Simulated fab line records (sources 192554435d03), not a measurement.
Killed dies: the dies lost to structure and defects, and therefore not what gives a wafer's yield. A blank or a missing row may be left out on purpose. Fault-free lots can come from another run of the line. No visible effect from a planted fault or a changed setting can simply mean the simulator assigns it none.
A lot that was struck, set against a sound lot || flow n5-finfet || 38 out of 1938 route steps
Sound: wafers L364.1, L364.4, L364.5. Wafers struck: L353.2, L353.3, L353.6. Last of all comes the cause.
At each step with rows: each side's tool, then ch and its chambers, then its first start. Under that, the readings that differ: sound wafers || struck wafers || difference of the means || sigmas: that difference in standard deviations of wafers without a fault.
alike: readings with means less than 2 such deviations apart, plus words and numbers identical on both sides. not compared: withheld readings, readings lacking a value on some wafer, bounds such as >300 that could conceal the same value, and numbers that have no deviation in the record and whose values overlap.
Wherever a step has rows on one side only, a row that says differs or no value, or a row with sigmas, the two part there. Numbers that don't overlap but have no deviation are shown without sigmas and don't part them. A reading missing from all wafers of one side parts the sides only when that side holds two or more wafers.

first, 9 steps without rows for these wafers: N5_DUMMY_REMOVAL_HM_STRIP_01 (strips SiNx in CH3F/O2, stops on poly-Si, target depth 4 nm, time 6.8 s); N5_DUMMY_REMOVAL_STRIP_10 (strips in N2/H2, time 40 s); N5_DUMMY_REMOVAL_PRECLEAN_07 (cleans in dHF, time 30 s); N5_DUMMY_REMOVAL_DUMMY_REMOVE_02 (chemistry TMAH, target poly-Si, stops on SiO2, target depth 142 nm, time 57 s, rinse time 30 s); N5_DUMMY_REMOVAL_PRECLEAN_08 (cleans in NF3:NH3, afs cycles 2, time 20 s, sublimation time 60 s); N5_DUMMY_REMOVAL_PRECLEAN_04 (cleans in DHF, time 37 s); N5_DUMMY_REMOVAL_SRD_05 (time 30 s); N5_HKMG_FIN_IL_REGROW_00 (material SiO2, chemistry O3, target thk 0.75 nm, time 30 s); N5_HKMG_FIN_HK_ALD_01 (deposits HfO2, target thk 1.6 nm, pulse time 3 s, purge time 3 s).
N5_HKMG_FIN_HK_ANNEAL_02: time 30 s.
  sound on rtp-anneal-01 ch 0, day 9 08:37; struck on rtp-anneal-02 ch 0, day 6 11:18
{"reading": "lamp-power-pct (%)", "sound": "8.70 8.84 8.88", "struck": "9.88 9.88 9.89", "difference": "+1.08", "sigmas": "+20"}
{"reading": "lamp_zone_1_pct (%)", "sound": "8.805 8.776 8.812", "struck": "9.882 9.894 9.858", "difference": "+1.080", "sigmas": "+83"}
{"reading": "lamp_zone_2_pct (%)", "sound": "8.828 8.818 8.813", "struck": "9.901 9.896 9.896", "difference": "+1.078", "sigmas": "+98"}
{"reading": "lamp_zone_3_pct (%)", "sound": "8.801 8.796 8.796", "struck": "9.888 9.886 9.900", "difference": "+1.094", "sigmas": "+91"}
{"reading": "lamp_zone_4_pct (%)", "sound": "8.774 8.781 8.788", "struck": "9.876 9.893 9.864", "difference": "+1.097", "sigmas": "+91"}
{"reading": "lamp_zone_5_pct (%)", "sound": "8.807 8.814 8.795", "struck": "9.887 9.880 9.868", "difference": "+1.073", "sigmas": "+98"}
{"reading": "lamp_zone_6_pct (%)", "sound": "8.738 8.722 8.722", "struck": "9.825 9.816 9.818", "difference": "+1.092", "sigmas": "+99 or more"}
{"reading": "lamp_zone_7_pct (%)", "sound": "9.181 9.175 9.173", "struck": "10.339 10.334 10.331", "difference": "+1.158", "sigmas": "+97"}
  alike: wafer_temp_C_max
then, 26 steps without rows for these wafers: N5_HKMG_FIN_ALD_74 (deposits La2O3, target thk 0.5 nm, pulse time 6 s, co reactant pulse time 1 s); N5_HKMG_FIN_ALD_75 (deposits Al2O3, target thk 1 nm, co reactant pulse time 1 s); N5_HKMG_FIN_COAT_41 (time 60 s, resist thk 300 nm); N5_HKMG_FIN_COAT_42 (time 60 s, resist thk 35 nm); N5_HKMG_FIN_COAT_43 (resist thk 90 nm); N5_HKMG_FIN_EBR_45; N5_HKMG_FIN_SOFTBAKE_44 (time 60 s); N5_HKMG_FIN_EXPOSE_46 (exposes mask NDIPOLE); N5_HKMG_FIN_PEB_47 (peb time 60 s); N5_HKMG_FIN_DEVELOP_48 (develop time 30 s); N5_HKMG_FIN_DESCUM_53 (chemistry O2, time 7.9 s); N5_HKMG_FIN_ETCH_54 (etches SiARC in CF4, target depth 45.5 nm, time 75.8 s); N5_HKMG_FIN_ETCH_55 (etches SOC in N2/H2, target depth 240 nm, time 300 s); N5_HKMG_FIN_STRIP_56 (strips in N2/H2); N5_HKMG_FIN_STRIP_57 (strips in CF4); N5_HKMG_FIN_ETCH_58 (etches SOC in N2/H2, target depth 215.8 nm, time 741 s); N5_HKMG_FIN_STRIP_93 (strips SOC in N2/H2, time 20 s); N5_HKMG_FIN_WET_ETCH_76 (etches Al2O3 in dNH4OH, stops on La2O3, target depth 2.25 nm, rinse time 30 s); N5_HKMG_FIN_STRIP_60 (strips in N2/H2, time 360 s); N5_HKMG_FIN_WET_ETCH_77 (etches La2O3 in dHCl, stops on HfO2, target depth 2 nm); N5_HKMG_FIN_WET_ETCH_78 (etches Al2O3 in dNH4OH, stops on La2O3, target depth 4.5 nm, rinse time 30 s); N5_HKMG_FIN_ALD_79 (deposits TiN, target thk 1.5 nm, pulse time 1 s, purge time 3 s); N5_HKMG_FIN_CVD_62 (deposits a-Si from Si2H6, target thk 3 nm, time 20.8 s); N5_HKMG_FIN_RTA_80 (time 2 s); N5_HKMG_FIN_PRECLEAN_64 (cleans in dHF, time 30 s); N5_HKMG_FIN_WET_ETCH_65 (etches a-Si in TMAH, stops on TiN, time 49 s, target depth 3 nm).
-- a jump in the record: the struck wafers' starts before and after are 4 days apart (it breaks off in module HKMG_FIN and resumes in module BEOL_M4, where the first step shown is number 1111 of the route) --
N5_BEOL_M4_RC_MEAS_101:
  sound on prober-02 ch 0, day 13 05:14; struck on prober-01 ch 0, day 10 04:54
{"reading": "DIBL_P (mV/V)", "sound": "41.2 36.5 40.9", "struck": "34.9 36.8 34.3", "difference": -4.2, "sigmas": -2}
{"reading": "RS_SD_N (ohm/sq)", "sound": "28.0 28.0 28.2", "struck": "29.2 29.5 29.1", "difference": "+1.2", "sigmas": "+3"}
  alike: DIBL_N, IOFF_N, IOFF_P, ION_N, ION_P, SS_N, SS_P, VT_N, VT_P
then, 1 step without rows for these wafers: N5_PASSIVATION_PROBE_49.

WHERE THEY PART
First at N5_HKMG_FIN_HK_ANNEAL_02; last, within this record, at N5_BEOL_M4_RC_MEAS_101.

WHY: whatever the simulator had introduced
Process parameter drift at N5_HKMG_FIN_HK_ANNEAL_02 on rtp-anneal-02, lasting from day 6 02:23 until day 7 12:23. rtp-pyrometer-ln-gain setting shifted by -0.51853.
